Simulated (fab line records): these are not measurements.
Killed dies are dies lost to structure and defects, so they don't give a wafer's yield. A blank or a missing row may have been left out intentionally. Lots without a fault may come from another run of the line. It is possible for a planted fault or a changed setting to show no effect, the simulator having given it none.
Which tool did it? :: flow n5-finfet :: at 1 step of a route of 1938, 23 lots with 69 wafers sampled

== WHAT EACH GAUGE READ, for each wafer ==
N5_BEOL_M3_RS_MEAS_58: measurement is done with a four-point probe. Usual: M3_RS gives 0.69 ohm/sq (standard deviation 0.037).
lot: L074
measured: day 7 03:33
on: film-metro-01
M3_RS (ohm/sq): 0.64 0.69 0.62
flag: 

lot: L076
measured: day 7 20:35
on: film-metro-01
M3_RS (ohm/sq): 0.68 0.70 0.66
flag: 

lot: L075
measured: day 7 20:50
on: film-metro-01
M3_RS (ohm/sq): 0.73 0.65 0.75
flag: 

lot: L077
measured: day 8 03:49
on: film-metro-02
M3_RS (ohm/sq): 0.69 0.72 0.63
flag: 

lot: L078
measured: day 8 09:32
on: film-metro-01
M3_RS (ohm/sq): 0.69 0.65 0.63
flag: 

lot: L079
measured: day 8 12:41
on: film-metro-01
M3_RS (ohm/sq): 0.77 0.72 0.66
flag: 

lot: L080
measured: day 8 20:45
on: film-metro-01
M3_RS (ohm/sq): 0.75 0.75 0.67
flag: 

lot: L081
measured: day 9 00:13
on: film-metro-01
M3_RS (ohm/sq): 0.71 0.66 0.63
flag: 

lot: L082
measured: day 9 00:41
on: film-metro-01
M3_RS (ohm/sq): 0.71 0.66 0.70
flag: 

lot: L083
measured: day 9 11:56
on: film-metro-02
M3_RS (ohm/sq): 0.70 0.66 0.65
flag: 

lot: L084
measured: day 9 16:43
on: film-metro-01
M3_RS (ohm/sq): 0.66 0.67 0.70
flag: 

lot: L085
measured: day 10 03:26
on: film-metro-02
M3_RS (ohm/sq): 0.73 0.75 0.66
flag: 

lot: L086
measured: day 10 10:47
on: film-metro-02
M3_RS (ohm/sq): 0.70 0.69 0.69
flag: 

lot: L087
measured: day 10 15:56
on: film-metro-02
M3_RS (ohm/sq): 0.72 0.66 0.65
flag: 

lot: L088
measured: day 10 21:36
on: film-metro-02
M3_RS (ohm/sq): 0.77 0.77 0.68
flag: 

lot: L089
measured: day 10 23:03
on: film-metro-01
M3_RS (ohm/sq): 0.72 0.69 0.64
flag: 

lot: L090
measured: day 11 07:35
on: film-metro-01
M3_RS (ohm/sq): 0.62 0.64 0.66
flag: 

lot: L091
measured: day 11 08:10
on: film-metro-02
M3_RS (ohm/sq): 0.76 0.74 0.69
flag: 

lot: L092
measured: day 11 13:59
on: film-metro-02
M3_RS (ohm/sq): 0.70 0.62 0.68
flag: 

lot: L093
measured: day 11 20:38
on: film-metro-02
M3_RS (ohm/sq): 0.73 0.66 0.71
flag: 

lot: L094
measured: day 12 13:52
on: film-metro-02
M3_RS (ohm/sq): 0.70 0.61 0.69
flag: 

lot: L095
measured: day 12 21:10
on: film-metro-02
M3_RS (ohm/sq): 0.66 0.70 0.68
flag: 

lot: L097
measured: day 13 01:07
on: film-metro-01
M3_RS (ohm/sq): 0.75 0.65 0.68
flag: 

== WHAT TOOL EACH LOT RAN ON (gives the tool, then ch and the chambers of the sampled wafers, and finally the start) ==
There is no process step in the record ahead of these readings.

== AS READ BY THE TOOLS THEMSELVES (means over the sampled wafers that have a number; for cases with no such wafer, the mark the record gives instead) ==
The record holds no such reading with a usual standard deviation.

== THE ANSWER, worked out from the rows above alone ==
Rule: lot off if the mean of its wafers having a number is beyond 3 standard deviations from the usual mean. A lot without any number at a reading at which 4 lots or more have one is off too. Any other lot the step has rows for is counted as sound. After the gauges, taken in route order, come the tools' own readings; for these a lot's mean is taken, as printed above. At the first step where some lot is off, the reading lying furthest off is the one used; lots without a number count as furthest.
Across all readings shown, no lot is off: no conclusion can be drawn from this.

== WHAT THE SIMULATOR PUT IN ==
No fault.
